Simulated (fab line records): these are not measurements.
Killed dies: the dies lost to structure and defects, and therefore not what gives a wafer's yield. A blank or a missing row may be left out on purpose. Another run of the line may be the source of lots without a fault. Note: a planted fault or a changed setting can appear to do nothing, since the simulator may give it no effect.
Matching of chambers | flow n5-finfet | N5_GATE_CUT_CMP_61 on cmp-01 has 4 sister chambers
The step polishes, stops on SiNx, t overpolish 3 s. 16 wafers are shown with their chamber, then 8 later ones without.

== WAFERS, EACH WITH ITS CHAMBER ==
wafer  | chamber | motor-current-A (A)
L077.3 | 1       | 11.9
L077.5 | 2       | 10.9
L077.6 | 3       | 10.4
L081.2 | 3       | 10.7
L081.3 | 0       | 10.3
L081.5 | 3       | 10.7
L080.1 | 2       | 10.9
L080.2 | 3       | 9.8
L080.6 | 2       | 11.0
L082.4 | 1       | 11.9
L082.5 | 3       | 9.9
L082.6 | 2       | 10.8
L087.1 | 3       | 10.3
L087.2 | 1       | 12.4
L087.6 | 3       | 11.3
L093.1 | 0       | 10.1

SIGNATURES (averages over the wafers above)
reading         | chamber 0 | chamber 1 | chamber 2 | chamber 3 | scatter within a chamber
motor-current-A | 10.200    | 12.067    | 10.900    | 10.443    | 0.388
Rule: a wafer's distance from a chamber is the root of the sum, over the readings, of the square of ((its reading less the chamber's mean) divided by the reading's scatter). The wafer belongs to the nearest chamber; if the next one is less than 2 further off, it can't be placed. How the scatter is found: for the shown wafers, subtract from each reading the mean of its chamber, square and add these, divide the total by (wafers less chambers), then take the root.

== WAFERS WITH NO CHAMBER GIVEN ==
wafer  | motor-current-A (A)
L093.2 | 10.5
L093.4 | 12.6
L095.1 | 10.8
L095.4 | 11.0
L095.5 | 10.7
L097.1 | 12.3
L097.5 | 11.5
L097.6 | 11.0

== CHAMBER TAKEN BY EACH ==
wafer  | from the rows above               | in truth
L093.2 | can't be placed: 3 or 0 or 2      | 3
L093.4 | 1                                 | 1
L095.1 | can't be placed: 2 or 3 or 0      | 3
L095.4 | can't be placed: 2 or 3 or 0      | 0
L095.5 | can't be placed: 2 or 3 or 0      | 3
L097.1 | 1                                 | 1
L097.5 | can't be placed: 1 or 2 or 3 or 0 | 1
L097.6 | can't be placed: 2 or 3 or 0      | 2
Correctly placed: 2 of 8. Unplaceable from these rows: 6, with the true chamber sitting among the candidates in 6. Number placed wrongly: 0.
